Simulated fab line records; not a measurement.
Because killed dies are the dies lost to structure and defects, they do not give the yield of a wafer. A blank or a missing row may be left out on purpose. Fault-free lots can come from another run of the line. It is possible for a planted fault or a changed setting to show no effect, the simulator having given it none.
3 desks, one fault || flow n5Finfet || each desk has only its own numbers; what lay behind them comes last

## THE DEFECT DESK
What the inspections along the route counted, lot by lot: means of the sampled wafers that have a number. The brackets show how far a lot's mean lies from the usual mean; more than 4 standard deviations puts the lot out of limits, marked OUT.
Columns: A = rawDefectCount at N5_BEOL_M10_INSPECT_30, usual 423
{"lot": "L658", "first seen here": "day 12 22:23", "A": 421}
{"lot": "L659", "first seen here": "day 13 11:36", "A": 404}
{"lot": "L666", "first seen here": "day 14 16:21", "A": 464}
{"lot": "L667", "first seen here": "day 14 19:26", "A": 408}
{"lot": "L669", "first seen here": "day 15 21:31", "A": 361}
{"lot": "L670", "first seen here": "day 16 02:07", "A": 423}
{"lot": "L675", "first seen here": "day 17 11:16", "A": 347}
This desk's verdict: no lot among the 7 shows anything out of limits.

## AT THE TOOL OWNER'S DESK: rieDiel-05
The tool's own readings at N5_BEOL_M10_VIA_ETCH_34 (etches SiCOH lowk in C4F6/O2, target depth 184.5 nm, time 69.2 s): means of the sampled wafers that have a number, for each lot that ran on this tool. The brackets show how far a lot's mean lies from the usual mean; more than 4 standard deviations puts the lot out of limits, marked OUT.
Columns: A = O2_flow_sccm at N5_BEOL_M10_VIA_ETCH_34, usual 10.004 sccm; B = drypumpMotorCurrentA at N5_BEOL_M10_VIA_ETCH_34, usual 5.9 A; C = oesProductAu at N5_BEOL_M10_VIA_ETCH_34, usual 0.81 a.u.; D = rfVppV at N5_BEOL_M10_VIA_ETCH_34, usual 668 V; E = runLengthS at N5_BEOL_M10_VIA_ETCH_34, usual 92.6 s; F = showerheadPlenumPTorr at N5_BEOL_M10_VIA_ETCH_34, usual 2.88 Torr; G = throttleValvePct at N5_BEOL_M10_VIA_ETCH_34, usual 20.81 %
{"lot": "L658", "first seen here": "day 12 22:38", "A": 10.012, "B": 5.9, "C": 0.83, "D": 670, "E": 92.6, "F": 2.95, "G": 20.77}
{"lot": "L666", "first seen here": "day 14 16:35", "A": 9.992, "B": 5.6, "C": 0.76, "D": 672, "E": "94.9 (+5.4) OUT", "F": 2.95, "G": 20.79}
{"lot": "L667", "first seen here": "day 14 20:09", "A": 9.985, "B": 5.6, "C": 0.76, "D": 671, "E": "94.3 (+4.0) OUT", "F": 2.85, "G": 20.92}
{"lot": "L669", "first seen here": "day 15 21:46", "A": 10.014, "B": 5.8, "C": 0.77, "D": 669, "E": "95.1 (+6.0) OUT", "F": 2.91, "G": 20.76}
This desk finds L666, L667, L669 out of limits, L666 being first, at day 14 16:35 (runLengthS at N5_BEOL_M10_VIA_ETCH_34). L658 stayed within limits.

## METROLOGY DESK
Means of the sampled wafers that have a number, per lot and without regard to the tool the lot ran on: this is what the gauges read. The brackets show how far a lot's mean lies from the usual mean; more than 4 standard deviations puts the lot out of limits, marked OUT.
Columns: A = cdNm at N5_BEOL_M10_CD_MEAS_28, usual 70.3 nm; B = V9_OVL at N5_BEOL_M10_OVL_MEAS_29, usual 0.2 nm
{"lot": "L658", "first seen here": "day 12 22:20", "A": 69.5, "B": -0.4}
{"lot": "L659", "first seen here": "day 13 11:32", "A": 69.6, "B": 0.0}
{"lot": "L666", "first seen here": "day 14 16:16", "A": 70.5, "B": 0.7}
{"lot": "L667", "first seen here": "day 14 19:23", "A": 70.2, "B": 0.7}
{"lot": "L669", "first seen here": "day 15 21:28", "A": 71.1, "B": 0.3}
{"lot": "L670", "first seen here": "day 16 02:04", "A": 70.2, "B": 0.8}
{"lot": "L675", "first seen here": "day 17 11:13", "A": 69.3, "B": 0.7}
This desk's verdict: no lot among the 7 shows anything out of limits.

## ALL TOGETHER
The tool owner's desk could have raised an alarm at day 14 16:35, on L666, L667, L669.
Nothing out of limits was seen by the defect desk.
From the metrology desk's view, nothing was out of limits.
The defect desk has L666, L667, L669 on record, within its limits.
The metrology desk has L666, L667, L669 on record, within its limits.
N5_BEOL_M10_VIA_ETCH_34 was run on rieDiel-05 by each of the lots named.

## WHAT THE SIMULATOR HAD PUT IN
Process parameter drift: rieDiel-05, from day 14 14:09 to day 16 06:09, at N5_BEOL_M10_VIA_ETCH_34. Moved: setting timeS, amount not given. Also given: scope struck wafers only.
Shown lots that were struck: L666, L667, L669.
Time in hours from fault onset to the first out-of-limits reading at each desk: the tool owner's desk, 2.
